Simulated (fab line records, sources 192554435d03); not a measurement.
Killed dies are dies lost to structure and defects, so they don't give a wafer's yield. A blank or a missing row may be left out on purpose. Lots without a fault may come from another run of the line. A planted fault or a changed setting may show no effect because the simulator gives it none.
One fault seen from 3 desks | flow n5_finfet | each desk has only its own numbers; what lay behind them comes last

THE METROLOGY DESK
What the gauges read, lot by lot, whatever tool the lot ran on: means of the sampled wafers that have a number. A lot is out of limits, marked OUT, if its mean lies more than 4 standard deviations from the usual mean; the brackets give that distance. Of its 10 readings 7 are shown: those that lie furthest out on some lot.
Columns: A = DIBL_N at N5_BEOL_M4_RC_MEAS_101, usual 37.5 mV/V; B = DIBL_P at N5_BEOL_M4_RC_MEAS_101, usual 37.3 mV/V; C = IOFF_P at N5_BEOL_M4_RC_MEAS_101, usual 0.23 nA/um; D = ION_P at N5_BEOL_M4_RC_MEAS_101, usual 464 uA/um; E = SS_P at N5_BEOL_M4_RC_MEAS_101, usual 73.5 mV/dec; F = VT_N at N5_BEOL_M4_RC_MEAS_101, usual 249 mV; G = VT_P at N5_BEOL_M4_RC_MEAS_101, usual -249 mV
lot  | first seen here | A    | B    | C    | D   | E    | F   | G
L513 | day 7 19:20     | 38.3 | 37.6 | 0.24 | 463 | 73.9 | 245 | -249
L512 | day 8 00:23     | 38.7 | 38.1 | 0.21 | 455 | 73.7 | 250 | -251
L516 | day 8 20:15     | 38.3 | 38.5 | 0.22 | 463 | 73.6 | 252 | -251
L518 | day 9 01:01     | 36.4 | 36.5 | 0.17 | 455 | 72.8 | 249 | -255
L517 | day 9 04:13     | 37.3 | 36.2 | 0.23 | 470 | 73.2 | 248 | -248
L530 | day 13 02:58    | 38.2 | 37.3 | 0.22 | 462 | 73.6 | 248 | -250
L532 | day 13 05:11    | 39.7 | 40.5 | 0.26 | 466 | 74.5 | 245 | -249
L534 | day 13 12:23    | 36.5 | 37.2 | 0.22 | 462 | 73.3 | 250 | -249
L535 | day 13 19:59    | 38.9 | 38.9 | 0.28 | 468 | 74.0 | 248 | -246
This desk's finding: nothing out of limits on any of the 9 lots.

THE TOOL OWNER'S DESK: rie_si-03
The tool's own readings at N5_FIN_CUT_CUT_ETCH_15 (etches Si in HBr/Cl2/O2, target depth 100 nm, bt time 10 s, time 42.4 s): means of the sampled wafers that have a number, for each lot that ran on this tool. A lot is out of limits, marked OUT, if its mean lies more than 4 standard deviations from the usual mean; the brackets give that distance.
Columns: A = drypump_motor_current_A at N5_FIN_CUT_CUT_ETCH_15, usual 6.0 A; B = oes_product_au at N5_FIN_CUT_CUT_ETCH_15, usual 0.997 a.u.; C = throttle_valve_pct at N5_FIN_CUT_CUT_ETCH_15, usual 37.22 %
lot  | first seen here | A   | B     | C
L513 | day 2 08:33     | 5.7 | 0.997 | 37.24
L516 | day 3 03:44     | 5.5 | 1.014 | 37.37
L517 | day 3 10:02     | 6.2 | 0.996 | 37.36
L518 | day 3 15:26     | 6.2 | 0.989 | 37.38
L534 | day 7 14:56     | 6.1 | 0.986 | 37.26
L535 | day 7 22:23     | 5.9 | 0.999 | 37.45
This desk's finding: nothing out of limits on any of the 6 lots.

THE DEFECT DESK
What the inspections along the route counted, lot by lot: means of the sampled wafers that have a number. A lot is out of limits, marked OUT, if its mean lies more than 4 standard deviations from the usual mean; the brackets give that distance.
Columns: A = raw_defect_count at N5_FIN_CUT_INSPECT_17, usual 241
lot  | first seen here | A
L512 | day 2 03:57     | 304
L513 | day 2 08:50     | 261
L516 | day 3 04:01     | 279
L517 | day 3 10:20     | 198
L518 | day 3 15:52     | 431
L530 | day 6 16:59     | 312
L532 | day 7 04:07     | 230
L534 | day 7 15:20     | 302
L535 | day 7 22:40     | 285
This desk's finding: nothing out of limits on any of the 9 lots.

PUT TOGETHER
The metrology desk saw nothing out of limits.
The tool owner's desk saw nothing out of limits.
The defect desk saw nothing out of limits.

WHAT THE SIMULATOR HAD PUT IN
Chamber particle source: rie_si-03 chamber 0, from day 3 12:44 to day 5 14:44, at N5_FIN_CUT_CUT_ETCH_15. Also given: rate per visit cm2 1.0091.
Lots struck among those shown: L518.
